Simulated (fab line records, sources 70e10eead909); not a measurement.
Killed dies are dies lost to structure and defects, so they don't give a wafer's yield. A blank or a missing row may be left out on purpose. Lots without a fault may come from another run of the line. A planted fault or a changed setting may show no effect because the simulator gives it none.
Chamber matching | flow nand_harc | NHARC_A_CONTACT_ALD_18 on ald_metal-03: 4 sister chambers
The step deposits TiN, target thk 3 nm, pulse time 1 s, ald cycles 150. 8 wafers are shown with their chamber, then 7 later ones without.

WAFERS WITH THEIR CHAMBER
wafer  | chamber | heater_power_w (W) | precursor_pulse_height_rel
L183.5 | 0       | 1036               | 0.989
L190.5 | 1       | 934                | 0.976
L190.6 | 2       | 913                | 0.983
L195.2 | 3       | 1161               | 1.007
L195.5 | 3       | 1113               | 1.014
L195.6 | 0       | 1051               | 1.027
L204.1 | 2       | 942                | 1.026
L204.5 | 1       | 960                | 1.011

WAFERS WITHOUT THEIR CHAMBER
wafer  | heater_power_w (W) | precursor_pulse_height_rel
L204.6 | 1029               | 1.023
L201.1 | 1062               | 0.994
L201.5 | 1074               | 1.004
L201.6 | 994                | 1.003
L205.3 | 985                | 0.983
L205.4 | 1108               | 1.003
L205.6 | 936                | 0.983

WHICH CHAMBER EACH WENT THROUGH
wafer  | from the rows above          | in truth
L204.6 | 0                            | 0
L201.1 | 0                            | 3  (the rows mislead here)
L201.5 | can't be placed: 0 or 3      | 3
L201.6 | can't be placed: 1 or 0 or 2 | 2
L205.3 | can't be placed: 1 or 2 or 0 | 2
L205.4 | can't be placed: 3 or 0      | 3
L205.6 | can't be placed: 1 or 2      | 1
Placed correctly: 1 of 7. Can't be placed from these rows: 5 (the true chamber is among the candidates in 5). Placed wrongly: 1.
How it was worked out, from the rows above alone: a wafer's distance from a chamber is the root of the sum, over the readings, of the square of ((its reading less the chamber's mean) divided by the reading's scatter). The wafer belongs to the nearest chamber; if the next one is less than 2 further off, it can't be placed. A chamber's mean is the mean of its shown wafers. The scatter: the root of (the sum of the squares of (reading less its chamber's mean) over the shown wafers, divided by (wafers less chambers)).
